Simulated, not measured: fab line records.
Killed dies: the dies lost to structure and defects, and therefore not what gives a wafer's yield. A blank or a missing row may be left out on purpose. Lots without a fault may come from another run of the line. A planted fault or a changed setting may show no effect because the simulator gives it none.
Lot-split experiment | flow n5-finfet | 7 lots, 21 wafers read, on a route of 1938 steps

== ON THE SPLIT ==
At N5_BEOL_M8_DESCUM_33 (chemistry O2, time 7 s), the setting time-s was moved away from the recipe's 7 s on 6 of the 21 wafers read, by -9.3% to +21.8%. The other wafers ran this setting at the recipe's value.

Between the split and the reading, the file records no step.

== THE READING ==
CAR-EUV_of_BEOL_M8_COAT_22.thk-nm (the simulator's own value, which no gauge read), in nm, at N5_BEOL_M8_ETCH_72 (etches underlayer in N2/H2, target depth 6.5 nm, time 5.2 s). There is no usual value for it anywhere in the file. The 15 wafers here that ran the recipe average 20.4 nm, standard deviation 0.088 nm.

wafer  | tool, chamber at the split | time-s as run, s | against the recipe | CAR-EUV_of_BEOL_M8_COAT_22.thk-nm, nm | against lot-mates on the recipe
L080.2 | rie-diel-06, 1,2,3         | 7                | recipe             | 20.4                                  | -
L080.4 | rie-diel-06, 1,2,3         | 7                | recipe             | 20.4                                  | -
L080.3 | rie-diel-06, 1,2,3         | 7                | recipe             | 20.2                                  | -
L084.1 | rie-diel-01, 0,1           | 7                | recipe             | 20.4                                  | -
L084.3 | rie-diel-01, 0,1           | 7                | recipe             | 20.4                                  | -
L084.4 | rie-diel-01, 2             | 6.346            | -9.3%              | 20.8                                  | +0.4
L091.2 | rie-diel-06, 3             | 7                | recipe             | 20.4                                  | -
L091.4 | rie-diel-06, 3             | 7                | recipe             | 20.6                                  | -
L091.6 | rie-diel-06, 0             | 7.917            | +13.1%             | 20                                    | -0.5
L093.1 | rie-diel-05, 1,0,0         | 7                | recipe             | 20.4                                  | -
L093.3 | rie-diel-05, 1,0,0         | 7                | recipe             | 20.4                                  | -
L093.5 | rie-diel-05, 1,0,0         | 7                | recipe             | 20.4                                  | -
L095.1 | rie-diel-01, 3             | 7                | recipe             | 20.4                                  | -
L095.3 | rie-diel-01, 2,3           | 8.524            | +21.8%             | 19.6                                  | -0.8
L095.6 | rie-diel-01, 2,3           | 8.524            | +21.8%             | 19.6                                  | -0.8
L096.1 | rie-diel-06, 1,2           | 6.514            | -6.9%              | 20.6                                  | +0.2
L096.4 | rie-diel-06, 1,2           | 6.514            | -6.9%              | 20.6                                  | +0.2
L096.2 | rie-diel-06, 3             | 7                | recipe             | 20.4                                  | -
L097.1 | rie-diel-05, 0             | 7                | recipe             | 20.4                                  | -
L097.2 | rie-diel-05, 3,1           | 7                | recipe             | 20.4                                  | -
L097.3 | rie-diel-05, 3,1           | 7                | recipe             | 20.2                                  | -
If several chambers appear in one row, that row covers several wafers at once and the file leaves open which wafer was in which chamber.

THE FIT
A straight line over all 21 wafers: CAR-EUV_of_BEOL_M8_COAT_22.thk-nm changes by -0.0355 nm for each +1% of time-s; r = -0.96; the points scatter about the line by 0.084 nm.
The same after taking each lot's own level away (the mean of its wafers on the recipe; 21 wafers): -0.0367 nm for each +1%; r = -0.98; scatter 0.066 nm.
That fit puts the effect of the largest move of time-s on the reading at 0.8 nm.
Across the lots, their own levels run from 20.33 to 20.50 nm, a range of 1.9 times the standard deviation given above.
Consequently the slope shifts little with the lot-to-lot level, the two slopes agreeing.
Check: -0.803 nm against its lot-mates is what the line predicts for one of the wafers moved furthest among these (+21.8%) when that wafer is left out of the fit. It came out at -0.8 nm against them.

== OTHER SPLITS APPLIED TO THESE WAFERS ==
Note: prior to the reading, these wafers also went through further splits. Each is held against what the fit with the lots' levels taken away leaves over:
other split on the same wafers   | wafers away from the commonest value | r with CAR-EUV_of_BEOL_M8_COAT_22.thk-nm (lot level and that fit taken away)
N5_BEOL_M6_ETCH_62 bias-w        | 5                                    | +0.31
N5_BEOL_M6_TRENCH_ETCH_37 time-s | 5                                    | -0.12
N5_BEOL_M7_COAT_71 spin-rpm      | 5                                    | +0.20
N5_BEOL_M7_DESCUM_33 time-s      | 5                                    | -0.35
N5_BEOL_M8_COAT_64 spin-rpm      | 6                                    | +0.17

== THE WHOLE CHAIN: every reading that the file lists as answering this split, in the file's order ==
step                 | what it does                                                | reading                                                                            | change (the file's fit)                | r (the file's)
N5_BEOL_M8_DESCUM_33 | chemistry O2, time 7 s                                      | CAR-EUV_of_BEOL_M8_COAT_22.thk-nm (the simulator's own value, which no gauge read) | -0.0338 nm for each +1% of the setting | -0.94
N5_BEOL_M8_ETCH_72   | etches underlayer in N2/H2, target depth 6.5 nm, time 5.2 s | CAR-EUV_of_BEOL_M8_COAT_22.thk-nm (the simulator's own value, which no gauge read) | -0.0372 nm for each +1% of the setting | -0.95

== THE FILE'S OWN FIT ==
CAR-EUV_of_BEOL_M8_COAT_22.thk-nm changes by -0.0372 nm for each +1% of time-s, r = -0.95.
